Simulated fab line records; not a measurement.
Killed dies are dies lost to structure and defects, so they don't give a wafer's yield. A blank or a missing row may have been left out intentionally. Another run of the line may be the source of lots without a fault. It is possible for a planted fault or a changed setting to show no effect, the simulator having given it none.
fab line records | flow n5_finfet
record: lots: 6 wafers: 18 last_day: 18
route steps=1938 shown MOL_CONTACT_COAG@621 BEOL_M0_SAQP@632 BEOL_M4@1111 PASSIVATION@1936
lots untouched by any fault: they come from a run of this same line in which no faults occurred
start_h: the number of hours between the record's first day and the start of the first shown wafer of the lot | wait_h: time in hours since the lot's previous step | " unchanged from the row above | L1.1+2: several wafers, shown together as one row | - no value, or no start was given | * or withheld: withheld | < > ~ a bound
route shown NAME@n: names a module that has steps shown in the file, with the first one's number in the route | usual: mean and standard deviation over wafers with no fault | same: alike in all rows | chamber/n: place in a boat | sites: each site's reading | _std_site: the standard deviation of these | _edge_site: mean of outer sites minus mean of inner sites | radius_mm: how far each site lies from the wafer's centre | mask NAME#n: copy n | behind: the most recent tool/chamber to have shaped the wafer | hold: what put the lot on hold/how long, in hours/how the hold closed | device: the transistor (n, p or np) that didn't switch | end of line: the route-end tests of the same wafers | for a step that has no rows: nothing shown but its recipe | killed: dies lost to structure and defects at the first sort, not the wafer's yield | map: dies across one wafer; x = killed, . = not, _ = none there
set.NAME: the setting that was run; set.NAME@STEP: the one run at that earlier step | model.NAME: the simulator's own value behind a step, which no gauge read
certain route steps with their lots: each step a table, each wafer a row
services: a tool's chamber out of use, with start hour (start_h, from the record's first day; less than 0 if before it), hours out, and reason
== steps ==
step: N5_MOL_CONTACT_COAG_SRD_139
recipe: dry: ipa_marangoni time_s: 30 temp_c: 23 rinse_liquid: diw
step: N5_MOL_CONTACT_COAG_CD_MEAS_101
recipe: target_cd_nm: 16
usual: cd_nm: 15.8/0.38
columns lot.wafer tool chamber start_h wait_h cd_nm
L434.3 cd_sem-03 - 126.78 0.0 16.1
L434.4 " - " " 15.7
L434.5 " - " " 15.8
L441.1 cd_sem-03 - 165.79 0.0 15.5
L441.2 " - " " 16.0
L441.5 " - " " 16.1
L447.1 cd_sem-02 - 198.80 0.0 15.9
L447.2 " - " " 16.0
L447.5 " - " " 16.6
L448.1 cd_sem-02 - 202.51 0.0 15.8
L448.4 " - " " 16.1
L448.6 " - " " 15.8
L453.1 cd_sem-01 - 236.06 0.0 15.5
L453.2 " - " " 15.9
L453.3 " - " " 15.2
L454.1 cd_sem-01 - 241.29 0.0 16.1
L454.4 " - " " 16.3
L454.5 " - " " 16.5
step: N5_MOL_CONTACT_COAG_PRE_CLEAN_121
recipe: gas: H2/He time_s: * temp_c: withheld
step: N5_MOL_CONTACT_COAG_CVD_140
recipe: material: W target_thk_a: 665 mode: selective_fill temp_c: 300 time_s: 215
usual: heater_power_w: 482/55
columns lot.wafer tool chamber start_h wait_h heater_power_w
L434.3 cvd_w-02 0 126.99 0.1 428
L434.4 " 1 " " 569
L434.5 " 0 " " 431
L441.1 cvd_w-02 1 165.92 0.1 557
L441.2 " 0 " " 433
L441.5 " 1 " " 544
L447.1 cvd_w-01 0 198.93 0.1 525
L447.2 " 1 " " 425
L447.5 " 1 " " 426
L448.1 cvd_w-01 0 202.64 0.1 528
L448.4 " 0 " " 520
L448.6 " 0 " " 514
L453.1 cvd_w-01 1 236.19 0.1 440
L453.2 " 0 " " 527
L453.3 " 0 " " 517
L454.1 cvd_w-01 0 241.43 0.1 525
L454.4 " 1 " " 435
L454.5 " 1 " " 431
step: N5_MOL_CONTACT_COAG_PRECLEAN_127
recipe: chemistry: DIW time_s: 57.5 temp_c: 23
step: N5_MOL_CONTACT_COAG_SRD_128
recipe: dry_time_s: 32 dry: n2_spin spin_rpm: 1500
step: N5_MOL_CONTACT_COAG_CMP_52
recipe: stop_on: SiO2 t_overpolish_s: 1.5 post_cmp_clean: w_dilute_nh4oh down_force_psi: 4 platen_rpm: 50.289 pad_velocity_m_s: 1.0006 target_thk_nm: 66.5
usual: motor_current_A: 12.0/1.5 overpolish_run_s: 1.500/0.0088 time_to_endpoint_s: 12.2/2.8
columns lot.wafer tool chamber start_h wait_h motor_current_A overpolish_run_s time_to_endpoint_s
L434.3 cmp-01 1 127.23 0.0 12.8 1.504 12.8
L434.4 " 0 " " 11.3 1.513 12.4
L434.5 " 1 " " 12.6 1.507 12.2
L441.2 cmp-04 2 166.28 0.1 12.4 1.504 14.4
L441.1 " 3 " " 12.1 1.497 9.0
L441.5 " 2 " " 12.4 1.496 15.2
L447.2 cmp-01 3 199.26 0.0 11.4 1.508 11.1
L447.1 " 0 " " 12.9 1.505 10.4
L447.5 " 0 " " 11.6 1.518 7.7
L448.1 cmp-01 0 203.14 0.2 12.3 1.487 9.3
L448.4 " 1 " " 12.4 1.515 10.2
L448.6 " 2 " " 9.8 1.503 12.4
L453.3 cmp-03 1 236.63 0.1 10.1 1.498 13.3
L453.1 " 2 " " 14.5 1.491 17.2
L453.2 " 0 " " 12.7 1.488 10.3
L454.4 cmp-01 2 241.75 0.0 9.8 1.514 13.7
L454.1 " 3 " " 12.5 1.481 9.7
L454.5 " 2 " " 9.7 1.504 12.8
step: N5_MOL_CONTACT_COAG_THK_MEAS_53
recipe: reads: SiO2_of_MOL_CONTACT_COAG_PECVD_31
usual: VIA_MOL_THK: 44.1/0.66
columns lot.wafer tool chamber start_h wait_h VIA_MOL_THK[nm]
L434.3 film_metro-01 - 127.53 - 42.5
L434.4 " - " " 44.1
L434.5 " - " " 44.4
L441.1 film_metro-02 - 166.54 - 43.9
L441.2 " - " " 43.2
L441.5 " - " " 43.8
L447.1 film_metro-02 - 199.55 - 44.0
L447.2 " - " " 44.3
L447.5 " - " " 44.8
L448.1 film_metro-02 - 203.36 - 43.5
L448.4 " - " " 44.4
L448.6 " - " " 44.9
L453.1 film_metro-02 - 236.92 - 42.8
L453.2 " - " " 44.3
L453.3 " - " " 44.2
L454.1 film_metro-01 - 242.04 - 44.0
L454.4 " - " " 44.3
L454.5 " - " " 44.7
step: N5_MOL_CONTACT_COAG_ANNEAL_112
recipe: temp_c: 400 time_s: 1800 ambient: HPD2 pressure_atm: 10
usual: spike_tc_centre_C: 399.6/1 wafer_temp_C_max: 402.1/0.42 zone_power_upper_pct: 7.86/0.087
columns lot.wafer tool chamber start_h wait_h spike_tc_centre_C wafer_temp_C_max zone_power_upper_pct
L434.3 hp_anneal-01 0 130.13 2.6 400.7 402.0 7.89
L434.4 " 0 " " 400.2 402.3 7.77
L434.5 " 0 " " 400.4 402.2 7.84
L441.1 hp_anneal-01 0 166.57 0.0 399.2 402.2 7.70
L441.2 " 0 " " 398.9 402.4 7.81
L441.5 " 0 " " 398.1 402.3 7.89
L447.1 hp_anneal-01 0 199.58 0.0 399.4 402.4 7.78
L447.2 " 0 " " 399.5 401.9 8.03
L447.5 " 0 " " 398.3 403.0 7.81
L448.1 hp_anneal-01 0 203.39 0.0 401.1 401.7 7.80
L448.4 " 0 " " 398.7 402.8 7.93
L448.6 " 0 " " 399.0 401.8 7.96
L453.1 hp_anneal-01 0 236.95 0.0 399.3 401.3 7.80
L453.2 " 0 " " 398.8 402.4 8.02
L453.3 " 0 " " 400.5 401.6 7.77
L454.1 hp_anneal-01 0 242.07 0.0 398.4 401.9 7.89
L454.4 " 0 " " 399.1 401.6 7.88
L454.5 " 0 " " 400.3 401.9 7.90
step: N5_MOL_CONTACT_COAG_INSPECT_97
recipe: inspect_instrument: darkfield mode: post_anneal
usual: raw_defect_count: 45/17
columns lot.wafer tool chamber start_h wait_h raw_defect_count
L434.3 defect_inspect-01 - 133.19 0.1 49
L434.4 " - " " 37
L434.5 " - " " 48
L441.1 defect_inspect-02 - 169.59 0.0 46
L441.2 " - " " 24
L441.5 " - " " 58
L447.1 defect_inspect-02 - 202.60 0.0 45
L447.2 " - " " 29
L447.5 " - " " 37
L448.1 defect_inspect-01 - 206.41 0.0 33
L448.4 " - " " 41
L448.6 " - " " 13
L453.1 defect_inspect-01 - 239.97 0.0 59
L453.2 " - " " 61
L453.3 " - " " 71
L454.1 defect_inspect-01 - 245.09 0.0 28
L454.4 " - " " 40
L454.5 " - " " 36
step: N5_BEOL_M0_SAQP_PECVD_00
recipe: material: SiCN target_thk_a: 80 temp_c: withheld precursor: 3MS/NH3 pressure_torr: 3 rf_w: 202 time_s: 14
usual: showerhead_plenum_p_Torr: 3.669/0.015 throttle_valve_pct: 9.0/0.49
columns lot.wafer tool chamber start_h wait_h showerhead_plenum_p_Torr throttle_valve_pct
L434.3 pecvd-02 0 133.50 0.1 3.685 9.3
L434.4 " 0 " " 3.683 9.5
L434.5 " 2 " " 3.650 8.7
L441.1 pecvd-03 1 169.92 0.2 3.659 9.6
L441.2 " 0 " " 3.701 8.7
L441.5 " 0 " " 3.705 8.7
L447.1 pecvd-04 2 202.93 0.2 3.666 8.0
L447.2 " 0 " " 3.667 9.3
L447.5 " 1 " " 3.652 9.1
L448.1 pecvd-02 2 206.74 0.2 3.654 8.6
L448.4 " 2 " " 3.653 8.4
L448.6 " 0 " " 3.669 9.2
L453.1 pecvd-03 2 240.30 0.2 3.675 8.4
L453.2 " 0 " " 3.700 8.4
L453.3 " 1 " " 3.658 9.8
L454.1 pecvd-02 1 245.42 0.2 3.678 8.9
L454.4 " 2 " " 3.656 8.7
L454.5 " 1 " " 3.662 8.9
step: N5_BEOL_M0_SAQP_ILD_DEP_01
recipe: material: SiOC target_thk_a: 454.19 temp_c: 350 precursor: DEMS/O2 pressure_torr: 5 rf_w: 500 time_s: 8.7
usual: chamber_pressure_Torr: 5.001/0.011 heater_power_outer_w: 259/51 heater_power_w: 495/71 showerhead_plenum_p_Torr: 5.698/0.016 throttle_valve_pct: 11.9/0.62
columns lot.wafer tool chamber start_h wait_h chamber_pressure_Torr heater_power_outer_w heater_power_w showerhead_plenum_p_Torr throttle_valve_pct
L434.3 pecvd-02 0 133.52 0.0 4.985 275 508 5.694 12.2
L434.4 " 0 " " 5.008 271 506 5.713 12.2
L434.5 " 2 " " 5.020 370 605 5.702 11.3
L441.1 pecvd-03 1 169.95 0.0 4.989 270 529 5.707 12.9
L441.2 " 0 " " 5.007 202 418 5.728 11.1
L441.5 " 0 " " 4.995 200 429 5.715 11.0
L447.1 pecvd-04 2 202.96 0.0 - - - - -
L447.2 " 0 " " - - - - -
L447.5 " 1 " " - - - - -
L448.1 pecvd-02 2 206.77 0.0 - - - - -
L448.4 " 2 " " - - - - -
L448.6 " 0 " " - - - - -
L453.1 pecvd-03 2 240.33 0.0 4.992 191 394 5.694 11.2
L453.2 " 0 " " 5.005 250 490 5.752 11.1
L453.3 " 1 " " 4.999 263 517 5.693 12.8
L454.1 pecvd-02 1 245.46 0.0 5.022 216 438 5.706 11.8
L454.4 " 2 " " 5.013 321 514 5.696 11.5
L454.5 " 1 " " 5.010 216 439 5.696 11.8
step: N5_BEOL_M0_SAQP_HM_DEP_02
recipe: material: TiN target_thk_a: 120 temp_c: 25 chamber_pressure_pa: 0.49996
usual: chamber_pressure_pa: 0.5000/0.0011 substrate_temp_c: 25.00/0.1 throttle_valve_pct: 29.9/0.78
columns lot.wafer tool chamber start_h wait_h chamber_pressure_pa substrate_temp_c throttle_valve_pct
L434.3 pvd_sputter-01 - 134.85 1.3 0.4997 25.11 30.5
L434.4 " - " " 0.4999 24.87 29.9
L434.5 " - " " 0.5008 25.04 30.3
L441.1 pvd_sputter-03 - 170.34 0.4 0.5014 24.93 31.1
L441.2 " - " " 0.4996 24.97 30.7
L441.5 " - " " 0.4999 25.01 30.2
L447.1 pvd_sputter-01 - 203.60 0.6 0.5006 25.14 29.3
L447.2 " - " " 0.5016 24.93 30.1
L447.5 " - " " 0.5006 25.08 29.9
L448.1 pvd_sputter-01 - 207.38 0.6 0.4987 25.12 30.0
L448.4 " - " " 0.5008 25.01 30.1
L448.6 " - " " 0.4991 24.96 29.7
L453.1 pvd_sputter-03 - 243.79 3.4 0.5012 25.00 31.3
L453.2 " - " " 0.5014 25.06 30.3
L453.3 " - " " 0.5001 24.98 29.9
L454.1 pvd_sputter-01 - 245.62 0.1 0.4987 24.95 30.0
L454.4 " - " " 0.5015 25.00 30.4
L454.5 " - " " 0.5001 24.96 29.2
step: N5_BEOL_M4_RC_MEAS_101
usual: DIBL_N: 37.2/2.5 DIBL_P: 38/3 IOFF_N: 0.17/0.044 IOFF_P: 0.24/0.059 ION_N: 667/13 ION_P: 461/7.9 SS_N: 71.8/0.86 SS_P: 73.6/0.92 VT_N: 250/4.1 VT_P: -249/3.9
columns lot.wafer tool chamber start_h wait_h DIBL_N[mV/V] DIBL_P[mV/V] IOFF_N[nA/um] IOFF_P[nA/um] ION_N[uA/um] ION_P[uA/um] SS_N[mV/dec] SS_P[mV/dec] VT_N[mV] VT_P[mV]
L434.3 prober-01 0 211.21 0.3 40.6 43 0.26 0.37 687 472 72.8 75.7 243 -244
L434.4 " 0 " " 40.7 40 0.22 0.27 674 462 72.6 74.5 250 -246
L434.5 " 0 " " 35.4 34 0.13 0.18 654 457 71.2 73.9 252 -252
L441.1 prober-01 0 233.05 0.0 35.9 36 0.17 0.22 672 458 72.2 73.3 249 -250
L441.2 " 0 " " 38.5 38 0.24 0.25 686 460 72.6 74.1 244 -249
L441.5 " 0 " " 40.3 41 0.25 0.30 679 461 73.2 74.3 247 -246
L454.1 prober-02 0 314.09 0.0 31.5 33 0.09 0.15 642 449 70.5 72.2 260 -256
L454.4 " 0 " " 34.6 34 0.13 0.17 657 447 70.6 72.6 256 -253
L454.5 " 0 " " 35.4 35 0.14 0.18 660 454 71.4 72.5 252 -253
L453.1 prober-01 0 315.40 0.0 38.3 37 0.15 0.25 665 463 72.4 73.5 252 -247
L453.2 " 0 " " 37.9 36 0.14 0.22 650 454 71.4 74.0 254 -248
L453.3 " 0 " " 40.6 40 0.21 0.32 679 469 73.0 74.8 249 -246
step: N5_PASSIVATION_PROBE_49
usual: defect_limited_yield: 91.5/1.4 killed_at_M0_to_M3: 32/11 killed_at_M4_up: 12/4.4 killed_at_contacts: 13/6.1 killed_at_front_end: 39/12 killed_at_other: 3.9/3 killed_dies: 100/17 killed_on_rim: 13/3.9 killed_open: 66/12 killed_short: 33/7.4 sort_bin_4_leakage: 0.03/0.14 sort_bin_5_function: 5.0/0.95 sort_bin_6_memory: 3.2/0.66 sort_n_pass: 1079/17 sort_yield_pct: 91.4/1.5
same: gross_dies: 1180 killed_at_back_side: 0 sort_bin_8_speed[%]: 0
columns lot.wafer tool chamber start_h wait_h defect_limited_yield[%] killed_at_M0_to_M3 killed_at_M4_up killed_at_contacts killed_at_front_end killed_at_other killed_dies killed_on_rim killed_open killed_short sort_bin_4_leakage[%] sort_bin_5_function[%] sort_bin_6_memory[%] sort_n_pass sort_yield_pct[%]
L448.1 prober-02 - 378.23 0.0 0 1110 18 8 40 4 1180 152 56 46 0 96.4 3.0 0 0
L448.4 prober-02 - 378.38 0.2 0 1115 10 9 45 1 1180 152 64 38 0 96.8 3.0 0 0
L448.6 prober-02 - 378.48 0.3 0 1111 12 4 50 3 1180 152 69 44 0 96.0 3.6 0 0
L447.1 prober-01 - 392.11 0.0 0 1118 14 19 27 2 1180 152 57 37 0 96.7 3.2 0 0
L447.2 prober-01 - 392.16 0.1 0 1132 9 16 21 2 1180 152 56 34 0 96.5 3.2 0 0
L447.5 prober-01 - 392.31 0.2 0 1111 17 13 35 4 1180 152 57 33 0 96.7 3.1 0 0
killed by level:class
L448.1 BEOL_M0_SAQP:area_dep=1075 FIN_SAQP:geometric_particle:short=12 FIN_SAQP:geometric_particle:open=8 MOL_CONTACT_COAG:geometric_particle:open=8 BEOL_M0_SAQP:geometric_particle:short=8 BEOL_M0_SAQP:geometric_particle:open=7 STI_FIN_REVEAL:geometric_particle:open=6 BEOL_M5:geometric_particle:open=6
L448.4 BEOL_M0_SAQP:area_dep=1078 STI_FIN_REVEAL:geometric_particle:open=13 FIN_SAQP:geometric_particle:short=11 MOL_CONTACT_COAG:geometric_particle:open=7 FIN_SAQP:geometric_particle:open=6 BEOL_M2:geometric_particle:open=6 BEOL_M0_SAQP:geometric_particle:open=5 BEOL_M1:geometric_particle:short=5
L448.6 BEOL_M0_SAQP:area_dep=1066 FIN_SAQP:geometric_particle:open=11 FIN_SAQP:geometric_particle:short=11 BEOL_M0_SAQP:geometric_particle:open=10 BEOL_M0_SAQP:geometric_particle:short=10 BEOL_M1:geometric_particle:open=6 BEOL_M2:geometric_particle:open=6 GATE_CUT:geometric_particle:open=5
L447.1 BEOL_M0_SAQP:area_dep=1086 MOL_CONTACT_COAG:geometric_particle:open=14 BEOL_M0_SAQP:geometric_particle:short=8 GATE_CUT:geometric_particle:short=6 BEOL_M2:geometric_particle:open=6 BEOL_M4:geometric_particle:open=6 MOL_CONTACT_COAG:geometric_particle:short=5 STI_FIN_REVEAL:geometric_particle:open=4
L447.2 BEOL_M0_SAQP:area_dep=1089 MOL_CONTACT_COAG:geometric_particle:open=12 BEOL_M1:geometric_particle:open=11 BEOL_M0_SAQP:geometric_particle:short=8 BEOL_M0_SAQP:geometric_particle:open=8 GATE_CUT:geometric_particle:open=6 BEOL_M5:geometric_particle:open=5 BEOL_M3:geometric_particle:open=5
L447.5 BEOL_M0_SAQP:area_dep=1089 MOL_CONTACT_COAG:geometric_particle:open=10 BEOL_M4:geometric_particle:open=10 GATE_CUT:geometric_particle:short=8 FIN_SAQP:geometric_particle:short=6 BEOL_M3:geometric_particle:open=6 BEOL_M0_SAQP:geometric_particle:short=6 STI_FIN_REVEAL:geometric_particle:open=5
map L447.1 (x killed, . not)
_________________xxxxxxxxxxxx________________
______________xxxxxxxxxxxxxxxxxx_____________
___________xxxxxxxxxxxxxxxxxxxxxxxx__________
__________xxxxxxxxxxxxxxxxxxxxxxxxxx_________
________xxxxxxxxxxxxxxxxxxxxxxxxxxxxxx_______
_______xxxxxxxxxxxxxxxxxxxxxxxxxxxxxxxx______
______xxxxxxxxxxxxxxxxxxxxxxxxxxxxxxxxxx_____
_____xxxxxxxxxxxxxxxxxxxxxxxxxxxxxxxxxxxx____
____xxxxxxxxxxxxxxxxxxxxxxxxxxxxxxxxxxxxxx___
___xxxxxxxxxxxxxxxxxxxxxxxxxxxxxxxxxxxxxxxx__
___xxxxxxxxxxxxxxxxxxxxxxxxxxxxxxxxxxxxxxxx__
__xxxxxxxxxxxxxxxxxxxxxxxxxxxxxxxxxxxxxxxxxx_
__xxxxxxxxxxxxxxxxxxxxxxxxxxxxxxxxxxxxxxxxxx_
_xxxxxxxxxxxxxxxxxxxxxxxxxxxxxxxxxxxxxxxxxxxx
_xxxxxxxxxxxxxxxxxxxxxxxxxxxxxxxxxxxxxxxxxxxx
_xxxxxxxxxxxxxxxxxxxxxxxxxxxxxxxxxxxxxxxxxxxx
_xxxxxxxxxxxxxxxxxxxxxxxxxxxxxxxxxxxxxxxxxxxx
_xxxxxxxxxxxxxxxxxxxxxxxxxxxxxxxxxxxxxxxxxxxx
_xxxxxxxxxxxxxxxxxxxxxxxxxxxxxxxxxxxxxxxxxxxx
_xxxxxxxxxxxxxxxxxxxxxxxxxxxxxxxxxxxxxxxxxxxx
_xxxxxxxxxxxxxxxxxxxxxxxxxxxxxxxxxxxxxxxxxxxx
__xxxxxxxxxxxxxxxxxxxxxxxxxxxxxxxxxxxxxxxxxx_
__xxxxxxxxxxxxxxxxxxxxxxxxxxxxxxxxxxxxxxxxxx_
___xxxxxxxxxxxxxxxxxxxxxxxxxxxxxxxxxxxxxxxx__
___xxxxxxxxxxxxxxxxxxxxxxxxxxxxxxxxxxxxxxxx__
____xxxxxxxxxxxxxxxxxxxxxxxxxxxxxxxxxxxxxx___
_____xxxxxxxxxxxxxxxxxxxxxxxxxxxxxxxxxxxx____
______xxxxxxxxxxxxxxxxxxxxxxxxxxxxxxxxxx_____
_______xxxxxxxxxxxxxxxxxxxxxxxxxxxxxxxx______
________xxxxxxxxxxxxxxxxxxxxxxxxxxxxxx_______
__________xxxxxxxxxxxxxxxxxxxxxxxxxx_________
___________xxxxxxxxxxxxxxxxxxxxxxxx__________
______________xxxxxxxxxxxxxxxxxx_____________
_________________xxxxxxxxxxxx________________
map L448.1 (x killed, . not)
_________________xxxxxxxxxxxx________________
______________xxxxxxxxxxxxxxxxxx_____________
___________xxxxxxxxxxxxxxxxxxxxxxxx__________
__________xxxxxxxxxxxxxxxxxxxxxxxxxx_________
________xxxxxxxxxxxxxxxxxxxxxxxxxxxxxx_______
_______xxxxxxxxxxxxxxxxxxxxxxxxxxxxxxxx______
______xxxxxxxxxxxxxxxxxxxxxxxxxxxxxxxxxx_____
_____xxxxxxxxxxxxxxxxxxxxxxxxxxxxxxxxxxxx____
____xxxxxxxxxxxxxxxxxxxxxxxxxxxxxxxxxxxxxx___
___xxxxxxxxxxxxxxxxxxxxxxxxxxxxxxxxxxxxxxxx__
___xxxxxxxxxxxxxxxxxxxxxxxxxxxxxxxxxxxxxxxx__
__xxxxxxxxxxxxxxxxxxxxxxxxxxxxxxxxxxxxxxxxxx_
__xxxxxxxxxxxxxxxxxxxxxxxxxxxxxxxxxxxxxxxxxx_
_xxxxxxxxxxxxxxxxxxxxxxxxxxxxxxxxxxxxxxxxxxxx
_xxxxxxxxxxxxxxxxxxxxxxxxxxxxxxxxxxxxxxxxxxxx
_xxxxxxxxxxxxxxxxxxxxxxxxxxxxxxxxxxxxxxxxxxxx
_xxxxxxxxxxxxxxxxxxxxxxxxxxxxxxxxxxxxxxxxxxxx
_xxxxxxxxxxxxxxxxxxxxxxxxxxxxxxxxxxxxxxxxxxxx
_xxxxxxxxxxxxxxxxxxxxxxxxxxxxxxxxxxxxxxxxxxxx
_xxxxxxxxxxxxxxxxxxxxxxxxxxxxxxxxxxxxxxxxxxxx
_xxxxxxxxxxxxxxxxxxxxxxxxxxxxxxxxxxxxxxxxxxxx
__xxxxxxxxxxxxxxxxxxxxxxxxxxxxxxxxxxxxxxxxxx_
__xxxxxxxxxxxxxxxxxxxxxxxxxxxxxxxxxxxxxxxxxx_
___xxxxxxxxxxxxxxxxxxxxxxxxxxxxxxxxxxxxxxxx__
___xxxxxxxxxxxxxxxxxxxxxxxxxxxxxxxxxxxxxxxx__
____xxxxxxxxxxxxxxxxxxxxxxxxxxxxxxxxxxxxxx___
_____xxxxxxxxxxxxxxxxxxxxxxxxxxxxxxxxxxxx____
______xxxxxxxxxxxxxxxxxxxxxxxxxxxxxxxxxx_____
_______xxxxxxxxxxxxxxxxxxxxxxxxxxxxxxxx______
________xxxxxxxxxxxxxxxxxxxxxxxxxxxxxx_______
__________xxxxxxxxxxxxxxxxxxxxxxxxxx_________
___________xxxxxxxxxxxxxxxxxxxxxxxx__________
______________xxxxxxxxxxxxxxxxxx_____________
_________________xxxxxxxxxxxx________________
== services ==
columns tool chamber start_h hours kind
pvd_sputter-03 - 114.05 5.8 repair
cmp-04 - 116.20 4.0 pm
cmp-04 - 120.20 - consumable_replace:conditioner
cmp-04 - 120.20 - consumable_replace:pad
pecvd-04 0 131.15 6.1 repair
cmp-04 - 142.21 8.5 pm
cvd_w-02 - 153.07 1.2 repair
cmp-04 - 160.03 1.2 repair
cvd_w-02 - 169.69 1.7 repair
pecvd-03 2 202.38 - clean
pecvd-03 2 202.38 - consumable_replace:showerhead
pecvd-03 2 202.38 29.0 scheduled_down
pecvd-03 2 202.38 29.0 vent_cycle
cmp-03 - 226.70 1.3 repair
pecvd-02 0 226.95 - clean
pecvd-02 0 226.95 29.5 scheduled_down
pecvd-02 0 226.95 29.5 vent_cycle
pecvd-03 - 227.45 0.9 repair
cmp-01 - 228.38 0.4 repair
== key ==
first_sign: step: N5_BEOL_M0_SAQP_ILD_DEP_01 reading: tool_record direction: missing
effect: step: N5_PASSIVATION_PROBE_49 reading: killed_at_M0_to_M3 direction: up sigmas: 99+ usual: 32 struck: 1116
more_kills_born_at: N5_BEOL_M0_SAQP_ILD_DEP_01@pecvd-04: 3263 N5_BEOL_M0_SAQP_ILD_DEP_01@pecvd-02: 3212
met_at N5_BEOL_M0_SAQP_ILD_DEP_01
struck_wafers L447.1,L447.2,L447.5,L448.1,L448.4,L448.6
later_rows_left_out L447.1,L447.2,L447.5,L448.1,L448.4,L448.6
onset_between 133.52 202.96
fault: kind: skipped_step_whole tool: pecvd-02,pecvd-04 chamber: - onset_h: 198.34 steps: N5_BEOL_M0_SAQP_ILD_DEP_01 scope: struck_lots_only
later_rows_left_out: the simulator's readings of these wafers behind a module that went badly wrong aren't trusted and aren't shown, but for the sort
